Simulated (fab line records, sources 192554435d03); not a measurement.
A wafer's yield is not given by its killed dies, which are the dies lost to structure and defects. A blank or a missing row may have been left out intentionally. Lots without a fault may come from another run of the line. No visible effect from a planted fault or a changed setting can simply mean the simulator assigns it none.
Chamber matching / flow n5 finfet / N5_BEOL_M0_SAQP_SPACER2_ALD_26 on ald sin-01 has 4 sister chambers
The step deposits SiO2, target thk 15 nm, pulse time 1 s, purge time 2 s. 4 wafers are shown with their chamber, then 11 later ones without.

## WAFERS WITH THEIR CHAMBER
wafer=L081.3; chamber=3; heater power w (W)=488
wafer=L084.2; chamber=1; heater power w (W)=463
wafer=L084.6; chamber=0; heater power w (W)=467
wafer=L086.1; chamber=2; heater power w (W)=459

## WAFERS WITH NO CHAMBER GIVEN
wafer=L086.3; heater power w (W)=486
wafer=L086.5; heater power w (W)=454
wafer=L087.1; heater power w (W)=462
wafer=L087.5; heater power w (W)=456
wafer=L087.6; heater power w (W)=472
wafer=L089.1; heater power w (W)=473
wafer=L089.4; heater power w (W)=443
wafer=L089.5; heater power w (W)=474
wafer=L093.3; heater power w (W)=467
wafer=L093.4; heater power w (W)=481
wafer=L093.6; heater power w (W)=454

## EACH ONE'S CHAMBER
wafer=L086.3; from the rows above=3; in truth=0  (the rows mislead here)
wafer=L086.5; from the rows above=can't be placed: 2 or 1 or 0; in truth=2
wafer=L087.1; from the rows above=can't be placed: 1 or 2 or 0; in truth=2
wafer=L087.5; from the rows above=can't be placed: 2 or 1 or 0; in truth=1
wafer=L087.6; from the rows above=can't be placed: 0 or 1 or 2 or 3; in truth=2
wafer=L089.1; from the rows above=can't be placed: 0 or 1 or 2 or 3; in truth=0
wafer=L089.4; from the rows above=can't be placed: 2 or 1 or 0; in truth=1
wafer=L089.5; from the rows above=can't be placed: 0 or 1 or 3 or 2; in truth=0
wafer=L093.3; from the rows above=can't be placed: 0 or 1 or 2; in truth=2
wafer=L093.4; from the rows above=can't be placed: 3 or 0 or 1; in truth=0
wafer=L093.6; from the rows above=can't be placed: 2 or 1 or 0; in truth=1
0 of 11 placed correctly. Not placeable from these rows: 10 (in 10, the candidates include the true chamber). Wrongly placed: 1.
How it was worked out, from the rows above alone: a wafer's distance from a chamber is the root of the sum, over the readings, of the square of ((its reading less the chamber's mean) divided by the reading's scatter). The wafer belongs to the nearest chamber; if the next one is less than 2 further off, it can't be placed. Each chamber's mean is taken over the wafers shown for it. The scatter: with one shown wafer a chamber, the root of the mean of the squares of how far each hidden wafer lies from its nearest shown one.
